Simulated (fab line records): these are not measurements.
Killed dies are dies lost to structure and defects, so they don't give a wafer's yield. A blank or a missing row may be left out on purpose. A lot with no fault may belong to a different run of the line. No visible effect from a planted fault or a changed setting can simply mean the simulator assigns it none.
Matching of chambers | flow nand harc | NHARC_A_CHANNEL_FILL_D1_ALD_25 on ald hk-01 has 4 sister chambers
The step deposits SiOx, target thk 60 nm, pulse time 10 s, ald cycles 600. 8 wafers are shown with their chamber, then 9 later ones without.

## WAFERS PAIRED WITH THEIR CHAMBERS
wafer  | chamber | heater power w (W) | heater power outer w (W)
L083.3 | 2       | 473                | 271
L085.1 | 1       | 595                | 308
L085.6 | 3       | 452                | 248
L086.2 | 1       | 583                | 310
L086.4 | 2       | 480                | 264
L088.1 | 0       | 444                | 236
L088.4 | 3       | 448                | 242
L088.5 | 0       | 434                | 234

## WAFERS WITH NO CHAMBER GIVEN
wafer  | heater power w (W) | heater power outer w (W)
L091.1 | 458                | 231
L091.3 | 493                | 268
L091.6 | 448                | 233
L093.2 | 457                | 239
L093.3 | 579                | 322
L093.6 | 459                | 241
L097.1 | 447                | 231
L097.4 | 455                | 244
L097.6 | 576                | 319

## EACH ONE'S CHAMBER
wafer  | from the rows above     | in truth
L091.1 | can't be placed: 0 or 3 | 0
L091.3 | 2                       | 2
L091.6 | can't be placed: 0 or 3 | 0
L093.2 | can't be placed: 3 or 0 | 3
L093.3 | 1                       | 1
L093.6 | can't be placed: 3 or 0 | 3
L097.1 | 0                       | 0
L097.4 | 3                       | 3
L097.6 | 1                       | 1
5 of 9 placed correctly. Unplaceable from these rows: 4, with the true chamber sitting among the candidates in 4. Placed wrongly: 0.
How it was worked out, from the rows above alone: a wafer's distance from a chamber is the root of the sum, over the readings, of the square of ((its reading less the chamber's mean) divided by the reading's scatter). If the next closest chamber is less than 2 further off than the closest, the wafer can't be placed; otherwise it belongs to the closest. The mean given for a chamber averages the wafers shown for that chamber. The scatter: the root of (the sum of the squares of (reading less its chamber's mean) over the shown wafers, divided by (wafers less chambers)).
